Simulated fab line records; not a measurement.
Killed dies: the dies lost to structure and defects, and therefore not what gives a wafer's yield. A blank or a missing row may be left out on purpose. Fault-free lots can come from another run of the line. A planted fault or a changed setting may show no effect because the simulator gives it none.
Matching of chambers	flow nand_harc	NHARC_A_STAIRCASE_DEP_259 on pecvd-02 has 3 sister chambers
The step deposits SiON, target thk 30 nm. 3 wafers are shown with their chamber, then 10 later ones without.

## WAFERS, EACH WITH ITS CHAMBER
wafer	chamber	heater_power_w (W)
L087.1	0	789
L088.2	2	813
L088.4	1	710

## WAFERS WITHOUT THEIR CHAMBER
wafer	heater_power_w (W)
L088.6	830
L089.1	732
L089.4	817
L089.5	718
L089.2	862
L089.3	844
L089.6	845
L091.2	727
L091.3	629
L091.4	748

## CHAMBER TAKEN BY EACH
wafer	from the rows above	in truth
L088.6	can't be placed: 2 or 0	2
L089.1	can't be placed: 1 or 0 or 2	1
L089.4	can't be placed: 2 or 0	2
L089.5	can't be placed: 1 or 0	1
L089.2	can't be placed: 2 or 0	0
L089.3	can't be placed: 2 or 0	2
L089.6	can't be placed: 2 or 0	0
L091.2	can't be placed: 1 or 0 or 2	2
L091.3	1	1
L091.4	can't be placed: 1 or 0 or 2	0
Correctly placed: 1 of 10. Not placeable from these rows: 9 (in 9, the candidates include the true chamber). Placed wrongly: 0.
How it was worked out, from the rows above alone: a wafer's distance from a chamber is the root of the sum, over the readings, of the square of ((its reading less the chamber's mean) divided by the reading's scatter). If the next closest chamber is less than 2 further off than the closest, the wafer can't be placed; otherwise it belongs to the closest. The mean given for a chamber averages the wafers shown for that chamber. The scatter: root of mean squared gap, hidden wafer to nearest shown wafer, with one shown wafer a chamber.
